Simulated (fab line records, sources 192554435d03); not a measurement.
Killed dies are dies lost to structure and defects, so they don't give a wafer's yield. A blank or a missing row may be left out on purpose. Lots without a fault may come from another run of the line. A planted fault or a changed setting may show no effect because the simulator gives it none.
Which tool did it? | flow n5_finfet | 6 lots, 17 wafers sampled, at 2 steps of a route of 1938

WHAT THE GAUGES READ, wafer by wafer
N5_PMOS_HMC_CHANNEL_EPI_THK_MEAS_22.
lot  | measured    | on            | HMC_CMP_THK (nm)
L962 | day 2 07:54 | film_metro-02 | 54.3 54.0 54.1
L967 | day 3 13:49 | film_metro-01 | 53.9 53.6 43.2
L975 | day 5 13:38 | film_metro-01 | 53.4 54.9 52.6
L977 | day 6 01:36 | film_metro-01 | 52.9 55.3
L981 | day 7 06:32 | film_metro-02 | 53.0 55.2 53.0
L983 | day 7 16:19 | film_metro-02 | 54.6 52.9 53.6

WHICH TOOL RAN EACH LOT (tool, then ch and the chambers of the sampled wafers, then the start)
lot  | N5_PMOS_HMC_CHANNEL_EPI_FIN_RECESS_16
L962 | rie_si-04 ch 0,1,3, day 2 06:06
L967 | rie_si-04 ch 0,1, day 3 12:00
L975 | rie_si-03 ch 0,1,2, day 5 11:50
L977 | rie_si-02 ch 1,3, day 5 23:48
L981 | rie_si-04 ch 0,2, day 7 04:19
L983 | rie_si-03 ch 0,1,2, day 7 14:30
- N5_PMOS_HMC_CHANNEL_EPI_FIN_RECESS_16: chemistry HBr/Cl2, target Si, target depth 54 nm, time 18 s.

THE ANSWER, worked out from the rows above alone
Rule: what is usual is taken from the lots themselves. Put in order of their means at a reading, lots are off if they are a third of the lots or fewer, leave a main group of 4 or more, and stand apart from it by a gap of 3 or more times the standard deviation of the main group's means; of several such gaps the widest counts. A main group whose means are all the same, to the digits that the tables above print for the reading, isn't used. A lot without any number at a reading at which 4 lots or more have one is off too. The other lots that the step has rows for count as sound.
Off: L967, at N5_PMOS_HMC_CHANNEL_EPI_THK_MEAS_22 (HMC_CMP_THK). The main group: mean 53.9 nm, standard deviation 0.21.
A tool fits if, at a process step before that reading, it ran every lot that is off, and no sound lot after the first of them. The gauges at N5_PMOS_HMC_CHANNEL_EPI_THK_MEAS_22 are tried like those tools. None of those tried fits.

WHAT THE SIMULATOR HAD PUT IN
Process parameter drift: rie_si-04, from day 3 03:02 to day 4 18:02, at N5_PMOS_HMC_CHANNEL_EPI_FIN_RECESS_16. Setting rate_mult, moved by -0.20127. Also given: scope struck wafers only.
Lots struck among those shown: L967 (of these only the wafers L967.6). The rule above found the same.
